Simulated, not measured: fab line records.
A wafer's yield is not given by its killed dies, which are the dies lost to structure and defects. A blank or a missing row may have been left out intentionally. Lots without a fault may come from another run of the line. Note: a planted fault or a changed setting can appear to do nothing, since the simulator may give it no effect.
A struck lot beside a sound one || flow nand_harc || 14 steps out of a route of 1302
Sound: the wafers L103.2, L103.5, L103.6. Struck: wafer L112.5 (left out: L112.1, L112.4 of the same lot, which were not struck); the cause appears at the end.
At each step with rows: each side's tool, then ch and its chambers, then its first start. Under that, the readings that differ: sound wafers || struck wafers || difference of the means || sigmas: that difference in standard deviations of wafers without a fault.
alike: words and numbers the same on both sides, and readings whose means are apart by under 2 such deviations; not compared: readings that were withheld, readings missing a value for some wafer, numbers with overlapping values and no deviation given by the record, and bounds like >300 which may hide the same value.
The two part at a step that has a row with sigmas, a row that says differs or no value, or rows on one side only. Non-overlapping numbers with no deviation appear without sigmas and do not part them. Lack of a reading on every wafer of one side parts them only where that side has two or more wafers.

first, 9 steps without rows for these wafers: NHARC_A_STAIRCASE_DEHYDRATE_01 (time 120 s); NHARC_A_STAIRCASE_HMDS_02 (time 30 s); NHARC_A_STAIRCASE_COAT_03; NHARC_A_STAIRCASE_SOFTBAKE_04 (time 170 s); NHARC_A_STAIRCASE_EBR_05; NHARC_A_STAIRCASE_EXPOSE_06 (exposes mask STAIR); NHARC_A_STAIRCASE_PEB_07 (peb time 130 s); NHARC_A_STAIRCASE_DEVELOP_08 (time 140 s); NHARC_A_STAIRCASE_HARDBAKE_10 (time 140 s).
NHARC_A_STAIRCASE_DESCUM_11: chemistry O2, time 3 s.
  sound on rie_diel-04 ch 1,2, day 16 22:10; struck on rie_diel-10 ch 0, day 20 08:07
  alike: chamber_pressure_mTorr, drypump_motor_current_A, oes_product_au, rf_vpp_V, showerhead_plenum_p_Torr, throttle_valve_pct
  not compared: rf_hours_counter_h
NHARC_A_STAIRCASE_TRIM_12: chemistry O2, time 211.2 s.
  sound on rie_diel-04 ch 1,2,3, day 16 22:16; struck on rie_diel-10 ch 0, day 20 08:11
  alike: chamber_pressure_mTorr, drypump_motor_current_A, oes_product_au, rf_vpp_V, showerhead_plenum_p_Torr, throttle_valve_pct
  not compared: rf_hours_counter_h
NHARC_A_STAIRCASE_ETCH_13: etches the open film in C4F8/O2, target depth 100 nm, time 40.5 s.
  sound on rie_diel-04 ch 0,2,3, day 16 22:25; struck on rie_diel-10 ch 0, day 20 08:21
{"reading": "run_length_s (s)", "sound": "61.2 61.6 61.8", "struck": 73.1, "difference": "+11.6", "sigmas": "+29"}
  alike: chamber_pressure_mTorr, oes_product_au, rf_fwd_power_W, rf_vpp_V
  not compared: rf_hours_counter_h
NHARC_A_STAIRCASE_TRIM_14: chemistry O2, time 211.2 s.
  sound on rie_diel-04 ch 0,1,2; struck on rie_diel-10 ch 3
  alike: chamber_pressure_mTorr, drypump_motor_current_A, oes_product_au, rf_vpp_V, showerhead_plenum_p_Torr, throttle_valve_pct
  not compared: rf_hours_counter_h
-- the record jumps here: 9 days lie between the struck wafers' starts before and after (it left off in module A_STAIRCASE and takes up again in module END, whose first step shown is number 1302 of the route) --
NHARC_END_SORT_01:
  only the struck wafers appear in the record here, on prober-02 ch 0 at day 28 23:04; the sound ones have no rows

## WHERE THEY PART
Earliest at NHARC_A_STAIRCASE_ETCH_13; latest, in this record, at NHARC_END_SORT_01.

WHY: what had been put in by the simulator
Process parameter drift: rie_diel-10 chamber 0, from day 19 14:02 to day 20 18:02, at NHARC_A_STAIRCASE_ETCH_13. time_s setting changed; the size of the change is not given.
